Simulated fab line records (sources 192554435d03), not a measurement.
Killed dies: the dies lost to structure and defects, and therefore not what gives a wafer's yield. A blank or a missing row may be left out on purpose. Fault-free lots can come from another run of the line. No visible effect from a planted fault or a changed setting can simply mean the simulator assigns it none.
fab line records	flow n5Finfet	part 1 of 2: steps 1 to 8 of 9
[record] lots = 7	wafers = 21	lastDay = 19
route steps=1938 shown BEOL_M6@1260 BEOL_M7@1263 BEOL_M15@1830 PASSIVATION@1936
lots untouched by any fault: they come from a run of this same line in which no faults occurred
startH: hours from the record's opening day to when the first of the lot's shown wafers began	waitH: hours elapsed since this lot's preceding step	" the same as in the row above	L1.1+2: a single row standing in for several wafers	- value missing, or start not given	* or withheld: withheld	< > ~ a bound
route shown NAME@n: names a module that has steps shown in the file, with the first one's number in the route	usual: the fault-free wafers' mean and standard deviation	same: alike in all rows	chamber/n: place in a boat	sites: the reading at each site	_std_site: standard deviation of those values	_edge_site: the outer-site mean with the inner-site mean subtracted	radiusMm: for every site, how far away it sits from the centre of the wafer	mask NAME#n: copy n	behind: tool/chamber where the wafer was last shaped	hold: the reason the lot was held/the length of the hold in hours/how it ended	device: transistor that didn't switch, given as n, p or np	end of line: the tests these same wafers got at the end of their route	a step given without rows: its recipe and nothing more	killed: dies lost to structure and defects at the first sort, not the wafer's yield	map: a wafer's dies, marking killed ones x, the rest . and places with no die _
set.NAME: the run value of the setting; set.NAME@STEP: its run value at that earlier step	model.NAME: the simulator's own value behind a step, which no gauge read
a sample of lots followed through the steps of the route, with each step as a table and each wafer as a row
services: a tool's chamber out of use, with start hour (startH, from the record's first day; less than 0 if before it), hours out, and reason
[[steps]]
[step N5_BEOL_M6_DEP_56]
[recipe] material = SiCN	targetThkA = 100	tempC = withheld	precursor = 3MS/NH3	pressureTorr = 3	rfW = 202	timeS = 17.5
[usual] showerheadPlenumPTorr = 3.662/0.014	throttleValvePct = 8.9/0.35
lot.wafer	tool	chamber	startH	waitH	showerheadPlenumPTorr	throttleValvePct
L913.3	pecvd-03	0	231.19	0.0	3.683	8.9
L913.4	"	1	"	"	3.676	9.0
L913.5	"	1	"	"	3.682	8.8
L924.3	pecvd-01	2	313.22	0.0	3.650	9.1
L924.4	"	1	"	"	3.654	8.9
L924.6	"	2	"	"	3.646	8.7
L926.3	pecvd-03	2	337.04	0.0	3.668	8.5
L926.4	"	1	"	"	3.686	9.0
L926.6	"	2	"	"	3.659	8.5
L929.2	pecvd-02	0	340.49	0.0	3.656	9.1
L929.4	"	2	"	"	3.670	9.1
L929.5	"	0	"	"	3.651	9.3
L930.1	pecvd-03	0	345.19	0.0	3.691	9.2
L930.3	"	1	"	"	3.681	9.0
L930.4	"	0	"	"	3.677	9.2
L918.1	pecvd-01	1	372.37	0.0	3.646	9.4
L918.2	"	0	"	"	3.660	8.1
L918.6	"	2	"	"	3.651	8.7
L936.1	pecvd-02	0	372.79	0.0	3.658	9.5
L936.2	"	1	"	"	3.646	9.2
L936.6	"	2	"	"	3.660	9.0
[step N5_BEOL_M7_ILD_DEP_00]
[recipe] material = SiCOH_lowk	targetThkA = 1797.5	tempC = 300	precursor = DEMS/porogen	pressureTorr = 5	rfW = 500	timeS = 33.4
[usual] heaterPowerW = 331/52	showerheadPlenumPTorr = 5.737/0.012	throttleValvePct = 13.8/0.49
lot.wafer	tool	chamber	startH	waitH	heaterPowerW	showerheadPlenumPTorr	throttleValvePct
L913.3	pecvd-04	0	231.32	0.0	280	5.751	13.8
L913.4	"	2	"	"	286	5.729	13.7
L913.5	"	1	"	"	381	5.734	14.1
L924.3	pecvd-01	1	313.37	0.1	370	5.712	14.5
L924.4	"	2	"	"	274	5.734	13.2
L924.6	"	1	"	"	368	5.738	14.3
L926.3	pecvd-04	1	337.17	0.0	397	5.746	14.2
L926.4	"	0	"	"	308	5.748	13.8
L926.6	"	1	"	"	400	5.742	13.9
L929.2	pecvd-04	0	340.62	0.0	303	5.737	13.7
L929.4	"	0	"	"	304	5.747	14.0
L929.5	"	2	"	"	273	5.719	13.4
L930.1	pecvd-01	2	345.32	0.0	347	5.730	12.9
L930.3	"	0	"	"	300	5.743	12.2
L930.4	"	0	"	"	303	5.740	12.5
L918.1	pecvd-04	1	372.51	0.0	354	5.747	14.2
L918.2	"	2	"	"	323	5.730	13.5
L918.6	"	2	"	"	332	5.729	13.7
L936.1	pecvd-04	0	372.92	0.0	290	5.722	13.8
L936.2	"	1	"	"	378	5.734	14.4
L936.6	"	2	"	"	285	5.739	14.1
[step N5_BEOL_M7_PECVD_70]
[recipe] material = SiO2	targetThkA = 200	tempC = 400	precursor = TEOS/O2	pressureTorr = 5.5	rfW = 450	teosFlowSccm = 53.8	gas = O2	flowSccm = 3000	timeS = 22.7
[usual] heaterPowerW = 747/100	showerheadPlenumPTorr = 8.79/0.055	throttleValvePct = 22.0/0.79
lot.wafer	tool	chamber	startH	waitH	heaterPowerW	showerheadPlenumPTorr	throttleValvePct
L913.3	pecvd-04	0	231.93	0.0	736	8.78	22.6
L913.4	"	1	"	"	883	8.79	22.9
L913.5	"	0	"	"	717	8.79	22.3
L924.3	pecvd-03	2	314.50	0.0	829	8.73	21.0
L924.4	"	2	"	"	837	8.76	20.8
L924.6	"	0	"	"	684	8.87	22.3
L926.3	pecvd-04	1	338.14	0.0	759	8.79	22.7
L926.4	"	2	"	"	676	8.76	22.5
L926.6	"	1	"	"	767	8.79	23.1
L929.2	pecvd-03	0	341.45	0.0	589	8.84	22.5
L929.4	"	0	"	"	597	8.89	22.4
L929.5	"	2	"	"	814	8.76	20.8
L930.1	pecvd-01	2	345.94	0.0	825	8.72	21.0
L930.3	"	0	"	"	656	8.79	19.9
L930.4	"	0	"	"	650	8.80	20.1
L918.1	pecvd-01	0	373.12	0.0	612	8.79	20.0
L918.2	"	1	"	"	911	8.72	23.1
L918.6	"	1	"	"	912	8.73	23.1
L936.1	pecvd-03	1	373.60	0.0	706	8.84	21.9
L936.2	"	2	"	"	875	8.72	21.2
L936.6	"	0	"	"	566	8.87	22.5
[step N5_BEOL_M7_EXPOSE_08]
[recipe] maskId = M7	na = 1.35	sourceShape = dipole	sigmaInner = 0.817	sigmaOuter = 0.97	polarization = te	doseMj = 68.25
[usual] exposureDoseMJCm2 = 68.19/0.076	focusOffsetNm = 0.1/0.51
[same] dipoleOpeningDeg = 35
lot.wafer	tool	chamber	startH	waitH	mask	exposureDoseMJCm2	focusOffsetNm
L913.3	arfiScanner-03	0	233.62	-	M7#0	68.27	-0.9
L913.4	"	0	"	"	M7#0	68.26	0.2
L913.5	"	0	"	"	M7#0	68.27	1.0
L924.3	arfiScanner-03	0	317.19	-	M7#0	68.02	-0.2
L924.4	"	0	"	"	M7#0	67.96	0.2
L924.6	"	0	"	"	M7#0	68.01	-1.1
L926.3	arfiScanner-03	0	340.68	-	M7#0	58.82	0.3
L926.4	"	0	"	"	M7#0	58.91	0.6
L926.6	"	0	"	"	M7#0	58.96	-0.2
L929.2	arfiScanner-02	0	343.30	-	M7#0	68.19	-0.1
L929.4	"	0	"	"	M7#0	68.19	-0.6
L929.5	"	0	"	"	M7#0	68.16	0.3
L930.1	arfiScanner-03	0	347.36	-	M7#0	60.75	0.4
L930.3	"	0	"	"	M7#0	60.75	0.6
L930.4	"	0	"	"	M7#0	60.72	0.5
L918.1	arfiScanner-02	0	374.50	-	M7#0	68.25	-0.4
L918.2	"	0	"	"	M7#0	68.13	0.4
L918.6	"	0	"	"	M7#0	68.07	-0.4
L936.1	arfiScanner-02	0	375.21	-	M7#0	68.26	-0.2
L936.2	"	0	"	"	M7#0	68.15	-0.6
L936.6	"	0	"	"	M7#0	68.17	-0.3
[step N5_BEOL_M7_CD_MEAS_11]
[recipe] targetCdNm = 38.5	landingEnergyEv = 500	detector = seInlens	polarity = opening
[usual] cdNm = 38.5/0.38
lot.wafer	tool	chamber	startH	waitH	cdNm
L913.3	cdSem-03	0	233.73	-	38.4
L913.4	"	0	"	"	39.0
L913.5	"	0	"	"	38.9
L924.3	cdSem-02	0	317.31	-	38.5
L924.4	"	0	"	"	38.5
L924.6	"	0	"	"	38.6
L926.3	cdSem-02	0	340.80	-	31.9
L926.4	"	0	"	"	32.6
L926.6	"	0	"	"	32.3
L929.2	cdSem-01	0	343.42	-	38.4
L929.4	"	0	"	"	38.9
L929.5	"	0	"	"	39.3
L930.1	cdSem-03	0	347.48	-	33.3
L930.3	"	0	"	"	33.3
L930.4	"	0	"	"	33.6
L918.1	cdSem-01	0	374.63	-	38.0
L918.2	"	0	"	"	38.4
L918.6	"	0	"	"	37.8
L936.1	cdSem-02	0	375.34	-	38.8
L936.2	"	0	"	"	38.6
L936.6	"	0	"	"	38.0
[step N5_BEOL_M7_CD_MEAS_18]
[recipe] pitchNm = 80	targetCdNm = 40
[usual] cdNm = 40.1/0.43
lot.wafer	tool	chamber	startH	waitH	cdNm
L913.3	cdSem-03	-	234.43	0.1	39.3
L913.4	"	-	"	"	40.0
L913.5	"	-	"	"	40.1
L924.3	cdSem-01	-	317.86	0.1	40.0
L924.4	"	-	"	"	40.2
L924.6	"	-	"	"	39.8
L926.3	cdSem-02	-	341.43	0.1	33.8
L926.4	"	-	"	"	34.2
L926.6	"	-	"	"	34.1
L929.2	cdSem-01	-	344.03	0.1	40.1
L929.4	"	-	"	"	40.5
L929.5	"	-	"	"	40.5
L930.1	cdSem-01	-	348.03	0.0	34.9
L930.3	"	-	"	"	34.9
L930.4	"	-	"	"	35.2
L918.1	cdSem-03	-	375.39	0.0	40.2
L918.2	"	-	"	"	39.9
L918.6	"	-	"	"	39.6
L936.1	cdSem-02	-	375.89	0.0	40.9
L936.2	"	-	"	"	40.0
L936.6	"	-	"	"	40.0
[step N5_BEOL_M7_CD_MEAS_35]
[recipe] targetCdNm = 40	polarity = opening
[usual] cdNm = 40.0/0.47
lot.wafer	tool	chamber	startH	waitH	cdNm
L913.3	cdSem-02	-	235.75	0.0	40.2
L913.4	"	-	"	"	40.3
L913.5	"	-	"	"	40.5
L924.3	cdSem-01	-	321.57	0.0	39.7
L924.4	"	-	"	"	40.4
L924.6	"	-	"	"	39.8
L926.3	cdSem-03	-	342.44	0.0	33.8
L926.4	"	-	"	"	34.4
L926.6	"	-	"	"	34.1
L929.2	cdSem-03	-	346.83	0.0	40.2
L929.4	"	-	"	"	41.1
L929.5	"	-	"	"	41.0
L930.1	cdSem-02	-	350.37	0.0	34.7
L930.3	"	-	"	"	34.6
L930.4	"	-	"	"	34.8
L918.1	cdSem-01	-	379.16	0.0	40.5
L918.2	"	-	"	"	39.4
L918.6	"	-	"	"	39.3
L936.1	cdSem-01	-	379.44	0.0	40.7
L936.2	"	-	"	"	40.1
L936.6	"	-	"	"	40.2
[step N5_BEOL_M15_RC_MEAS_101]
[usual] COMB_M10 = 1.5e-11/3.4e-12	COMB_M11 = 1.51e-11/2.7e-12	COMB_M11_max_site = 2.2e-11/4.4e-12	COMB_M12 = 6.6e-12/1.5e-12	COMB_M13 = 5.2e-12/1.3e-12	COMB_M14 = 4e-12/1.2e-12	COMB_M15 = 2.8e-12/1e-12	COMB_M5 = 3.7e-11/8.2e-12	COMB_M6 = 2.6e-11/5.6e-12	COMB_M6_max_site = 3.8e-11/9.7e-12	COMB_M8 = 2.5e-11/5.2e-12	COMB_M9 = 1.5e-11/3e-12	SERP_M10 = 3.07/0.075	SERP_M11 = 3.07/0.063	SERP_M12 = 0.640/0.014	SERP_M13 = 0.309/0.0055	SERP_M14 = 0.1595/0.0029	SERP_M5 = 38.4/1.5	SERP_M6 = 13.8/0.44	SERP_M6_max_site = 14.4/0.47	SERP_M7 = 13.8/0.45	SERP_M7_max_site = 14.4/0.49	SERP_M8 = 13.8/0.46	SERP_M9 = 3.06/0.076
lot.wafer	tool	chamber	startH	waitH	COMB_M10[S/m]	COMB_M11[S/m]	COMB_M11_max_site[S/m]	COMB_M12[S/m]	COMB_M13[S/m]	COMB_M14[S/m]	COMB_M15[S/m]	COMB_M5[S/m]	COMB_M6[S/m]	COMB_M6_max_site[S/m]	COMB_M8[S/m]	COMB_M9[S/m]	SERP_M10[ohm/um]	SERP_M11[ohm/um]	SERP_M12[ohm/um]	SERP_M13[ohm/um]	SERP_M14[ohm/um]	SERP_M5[ohm/um]	SERP_M6[ohm/um]	SERP_M6_max_site[ohm/um]	SERP_M7[ohm/um]	SERP_M7_max_site[ohm/um]	SERP_M8[ohm/um]	SERP_M9[ohm/um]
L913.3	prober-02	0	294.66	0.3	1.4e-11	1.49e-11	2.2e-11	7.3e-12	5.1e-12	4.8e-12	3.4e-12	3.4e-11	2.6e-11	3.5e-11	2.2e-11	2e-11	3.08	3.11	0.659	0.313	0.1590	39.1	14.9	15.6	14.5	15.1	13.5	3.18
L913.4	"	0	"	"	2e-11	1.35e-11	1.9e-11	4.8e-12	6e-12	4.2e-12	3.1e-12	2.5e-11	1.8e-11	2.5e-11	2.1e-11	1.9e-11	3.06	3.20	0.648	0.304	0.1569	36.9	14.4	14.8	13.9	14.4	13.4	3.11
L913.5	"	0	"	"	1.6e-11	1.41e-11	1.6e-11	6.8e-12	5.4e-12	5.1e-12	2.9e-12	2.6e-11	2.3e-11	3.2e-11	2.2e-11	1.7e-11	3.06	3.09	0.645	0.300	0.1615	38.0	13.8	14.3	13.7	14.0	13.3	2.99
L924.3	prober-02	0	389.86	0.3	1.2e-11	1.39e-11	1.6e-11	6e-12	5.8e-12	4.5e-12	3.1e-12	3.6e-11	3.8e-11	5.3e-11	3.8e-11	1.6e-11	3.01	3.11	0.671	0.304	0.1551	36.7	13.8	14.3	14.0	14.6	13.6	3.07
L924.4	"	0	"	"	1.5e-11	1.58e-11	2.5e-11	8.3e-12	5.2e-12	5.6e-12	3.5e-12	2.8e-11	2.2e-11	3.9e-11	2.5e-11	1.6e-11	3.13	3.07	0.661	0.303	0.1544	35.4	13.8	14.2	13.8	14.3	13.7	3.03
L924.6	"	0	"	"	1.3e-11	1.35e-11	2e-11	8.3e-12	6.6e-12	7.7e-12	2.6e-12	3.3e-11	3.4e-11	4.5e-11	2.6e-11	1.2e-11	3.01	3.14	0.668	0.303	0.1578	36.0	13.9	14.4	14.2	14.9	13.8	3.15
L926.3	prober-01	0	407.08	0.8	1.6e-11	1.61e-11	2.3e-11	5.9e-12	4.9e-12	2.7e-12	2.6e-12	3.6e-11	3e-11	3.6e-11	2.6e-11	1.1e-11	3.10	3.11	0.619	0.309	0.1548	38.4	14.4	14.5	18.2	18.9	14.6	3.11
L926.4	"	0	"	"	1.3e-11	1.11e-11	1.6e-11	6.2e-12	2.9e-12	2.4e-12	1.7e-12	3.8e-11	2.8e-11	3.3e-11	3.4e-11	1.2e-11	3.00	3.15	0.640	0.311	0.1588	37.1	14.4	15.0	18.5	19.2	13.9	3.08
L926.6	"	0	"	"	1.5e-11	1.15e-11	1.9e-11	4.4e-12	3.9e-12	2.9e-12	1.4e-12	5e-11	2.2e-11	2.9e-11	3.6e-11	1.6e-11	3.06	3.05	0.633	0.308	0.1526	38.5	13.5	14.2	18.4	19.4	13.8	3.02
L929.2	prober-01	0	408.15	0.3	1.3e-11	1.73e-11	2.9e-11	3.3e-12	4e-12	2.9e-12	1.4e-12	2.4e-11	3.1e-11	3.9e-11	2e-11	2e-11	3.15	3.12	0.650	0.307	0.1641	38.7	14.1	14.4	13.7	13.9	14.5	3.09
L929.4	"	0	"	"	1.2e-11	1.52e-11	2.2e-11	3.4e-12	7.5e-12	2.6e-12	1.3e-12	2.9e-11	2e-11	3.5e-11	1.7e-11	1.4e-11	3.01	2.93	0.648	0.312	0.1633	36.6	13.6	14.6	13.1	13.5	14.4	3.05
L929.5	"	0	"	"	1.5e-11	1.68e-11	2.6e-11	5.1e-12	5.7e-12	2.8e-12	1.1e-12	2.1e-11	1.8e-11	2.7e-11	1.9e-11	1.5e-11	3.13	3.11	0.662	0.305	0.1653	37.4	13.9	14.6	13.3	13.9	14.1	3.11
L930.1	prober-02	0	415.28	0.0	1.5e-11	1.23e-11	2.1e-11	9.1e-12	6.6e-12	6.6e-12	4e-12	4.5e-11	2.9e-11	4.5e-11	2.4e-11	1.3e-11	3.12	3.00	0.647	0.308	0.1610	37.6	14.0	14.8	18.3	19.0	13.7	2.98
L930.3	"	0	"	"	1.8e-11	1.93e-11	2.3e-11	8.2e-12	5e-12	4.7e-12	3.1e-12	3.8e-11	2.7e-11	4.2e-11	2.8e-11	1.5e-11	3.05	3.09	0.627	0.311	0.1622	38.8	13.3	13.9	17.7	19.3	13.2	2.87
L930.4	"	0	"	"	1.3e-11	2.04e-11	3.1e-11	8.6e-12	5.6e-12	4.9e-12	3.5e-12	3.9e-11	2.3e-11	3.7e-11	2.5e-11	2e-11	2.86	2.99	0.646	0.309	0.1624	39.7	14.1	14.6	18.2	19.0	13.6	2.90
L936.1	prober-02	0	440.79	0.0	1.6e-11	1.67e-11	3e-11	6.9e-12	4.8e-12	3.8e-12	3.3e-12	2.8e-11	3.2e-11	4.6e-11	2.4e-11	9e-12	3.03	3.06	0.642	0.302	0.1598	39.6	13.8	13.9	12.9	13.8	13.0	3.04
L936.2	"	0	"	"	1.5e-11	2.08e-11	3.1e-11	8.1e-12	5.8e-12	4.2e-12	3.4e-12	2e-11	2.4e-11	3.2e-11	2.2e-11	1.8e-11	3.01	3.12	0.636	0.300	0.1612	39.8	14.6	14.9	14.0	14.3	13.7	2.99
L936.6	"	0	"	"	1.3e-11	1.67e-11	2.6e-11	7.2e-12	5.5e-12	4.4e-12	3.1e-12	2.6e-11	2.7e-11	4.6e-11	2.1e-11	1.7e-11	2.92	3.10	0.640	0.298	0.1569	38.1	14.0	14.7	13.9	14.7	13.5	3.11
L918.1	prober-02	0	446.34	0.0	1.4e-11	1.9e-11	2.6e-11	7.5e-12	6e-12	5.2e-12	3.7e-12	3.1e-11	2.2e-11	2.9e-11	3.1e-11	2.1e-11	3.07	3.09	0.647	0.308	0.1584	37.4	14.1	14.9	13.9	14.3	13.5	3.03
L918.2	"	0	"	"	1.4e-11	1.79e-11	2.8e-11	8.2e-12	5.4e-12	4.1e-12	4e-12	3e-11	3.8e-11	7.3e-11	2.3e-11	1.1e-11	3.06	3.11	0.652	0.313	0.1589	37.4	14.7	15.5	13.9	14.6	13.6	3.08
L918.6	"	0	"	"	1.9e-11	1.84e-11	2.6e-11	1.06e-11	4.5e-12	5.4e-12	4.1e-12	3.3e-11	3.4e-11	5e-11	3.4e-11	1.4e-11	2.99	3.15	0.666	0.307	0.1564	38.2	14.0	15.0	13.8	14.6	13.4	3.01
// sites SERP_M7 radiusMm=0,75,75,75,75,140,140,140,140
L913.3 14.9 15.0 14.5 14.5 15.1 14.7 14.1 14.0 14.3
L924.3 13.9 14.5 13.9 14.5 14.0 14.0 14.0 14.6 13.7
L926.3 17.4 17.6 18.2 17.3 18.2 18.2 18.1 18.2 18.9
L929.2 13.4 13.6 13.6 13.8 13.8 13.4 13.7 13.9 13.7
L930.1 19.0 18.4 18.4 18.3 18.9 18.1 17.8 17.3 18.0
L936.1 12.7 12.9 12.7 12.7 12.9 13.3 13.7 13.8 13.4
L918.1 14.3 13.6 13.7 14.0 14.1 13.7 13.8 13.9 14.2
[[key]]
[firstSign] step = N5_BEOL_M7_EXPOSE_08	reading = exposureDoseMJCm2	direction = down	sigmas = 99+	usual = 68.19	struck = 59.82
[effect] step = N5_BEOL_M7_CD_MEAS_11	reading = cdNm	direction = down	sigmas = 15	usual = 38.5	struck = 32.8	through = controlLoop
[effect] step = N5_BEOL_M7_CD_MEAS_18	reading = cdNm	direction = down	sigmas = 13	usual = 40.1	struck = 34.5	through = controlLoop
[effect] step = N5_BEOL_M7_CD_MEAS_35	reading = cdNm	direction = down	sigmas = 12	usual = 40.0	struck = 34.4	through = controlLoop
[effect] step = N5_BEOL_M15_RC_MEAS_101	reading = SERP_M7	direction = up	sigmas = 9.8	usual = 13.8	struck = 18.2
metAt N5_BEOL_M7_EXPOSE_08
struckLots L926,L930
[loopTrim] step = N5_BEOL_M7_EXPOSE_08	setting = dose	lots = L930
notActingAt N5_BEOL_M6_DEP_56,N5_BEOL_M7_ILD_DEP_00,N5_BEOL_M7_PECVD_70
onsetBetween 317.19 340.68
[fault] kind = processParameterDrift	tool = arfiScanner-03	chamber = -	onsetH = 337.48	steps = N5_BEOL_M7_EXPOSE_08	channel = doseMj	offset = -9.2279	shape = step	actsIn = theseRecipesOnly	stated = 68.25
// loopTrim: a control loop set the setting to another value than it would have without faults
